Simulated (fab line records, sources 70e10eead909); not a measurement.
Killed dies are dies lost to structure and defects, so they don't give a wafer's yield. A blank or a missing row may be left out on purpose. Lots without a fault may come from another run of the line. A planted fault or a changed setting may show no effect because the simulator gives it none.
Which tool did it? | flow nand_harc | 12 lots, 36 wafers sampled, at 1 step of a route of 1159

WHAT THE GAUGES READ, wafer by wafer
NHARC_A_ZERO_WELL_CD_MEAS_10: target cd 2000 nm.
lot  | measured     | on        | cd_nm (nm)
L076 | day 6 18:47  | cd_sem-02 | 2001.2 2001.2 1999.0
L078 | day 7 12:38  | cd_sem-03 | 2001.1 2002.2 2001.3
L079 | day 7 22:34  | cd_sem-02 | 2000.2 2002.0 1999.0
L081 | day 8 08:48  | cd_sem-01 | 2004.5 2002.9 2004.5
L084 | day 8 22:47  | cd_sem-02 | 2000.4 2001.3 2002.4
L085 | day 9 05:59  | cd_sem-02 | 1998.4 1999.0 1999.9
L087 | day 9 19:03  | cd_sem-03 | 2000.7 1997.1 1998.9
L089 | day 10 13:07 | cd_sem-01 | 2000.9 2002.9 2001.6
L091 | day 10 21:37 | cd_sem-02 | 1999.9 2001.9 2001.3
L093 | day 11 13:18 | cd_sem-03 | 2000.4 1999.1 2000.0
L095 | day 11 19:31 | cd_sem-02 | 2004.1 2000.2 2003.0
L096 | day 11 23:47 | cd_sem-03 | 2002.5 2000.8 2004.6

WHICH TOOL RAN EACH LOT (tool, then ch and the chambers of the sampled wafers, then the start)
The record holds no process step before these readings.

THE ANSWER, worked out from the rows above alone
Rule: what is usual is taken from the lots themselves. Put in order of their means at a reading, lots are off if they are a third of the lots or fewer, leave a main group of 4 or more, and stand apart from it by a gap of 3 or more times the standard deviation of the main group's means; of several such gaps the widest counts. A main group whose means are all the same, to the digits that the tables above print for the reading, isn't used. A lot without any number at a reading at which 4 lots or more have one is off too. The other lots that the step has rows for count as sound.
No lot is off at any reading shown: from this, nothing can be told.

WHAT THE SIMULATOR HAD PUT IN
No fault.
